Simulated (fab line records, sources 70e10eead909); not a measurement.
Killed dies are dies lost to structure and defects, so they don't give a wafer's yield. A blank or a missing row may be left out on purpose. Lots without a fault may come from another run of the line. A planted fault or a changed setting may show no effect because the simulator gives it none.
Chamber matching | flow nand_harc | NHARC_A_SGD_CUT_DESCUM_14 on rie_diel-06: 4 sister chambers
The step chemistry O2, time 3 s. 4 wafers are shown with their chamber, then 10 later ones without.

WAFERS WITH THEIR CHAMBER
wafer  | chamber | drypump_motor_current_A (A)
L081.4 | 0       | 5.8
L087.1 | 3       | 6.0
L089.1 | 1       | 6.0
L089.4 | 2       | 5.0

WAFERS WITHOUT THEIR CHAMBER
wafer  | drypump_motor_current_A (A)
L089.5 | 6.0
L085.1 | 5.1
L085.3 | 5.8
L085.6 | 6.0
L090.1 | 6.0
L090.3 | 5.1
L090.6 | 5.1
L094.4 | 5.1
L094.5 | 6.0
L094.6 | 5.7

WHICH CHAMBER EACH WENT THROUGH
wafer  | from the rows above     | in truth
L089.5 | can't be placed: 1 or 3 | 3
L085.1 | 2                       | 2
L085.3 | 0                       | 0
L085.6 | can't be placed: 1 or 3 | 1
L090.1 | can't be placed: 1 or 3 | 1
L090.3 | 2                       | 2
L090.6 | 2                       | 2
L094.4 | 2                       | 2
L094.5 | can't be placed: 1 or 3 | 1
L094.6 | 0                       | 0
Placed correctly: 6 of 10. Can't be placed from these rows: 4 (the true chamber is among the candidates in 4). Placed wrongly: 0.
How it was worked out, from the rows above alone: a wafer's distance from a chamber is the root of the sum, over the readings, of the square of ((its reading less the chamber's mean) divided by the reading's scatter). The wafer belongs to the nearest chamber; if the next one is less than 2 further off, it can't be placed. A chamber's mean is the mean of its shown wafers. The scatter: with one shown wafer a chamber, the root of the mean of the squares of how far each hidden wafer lies from its nearest shown one.
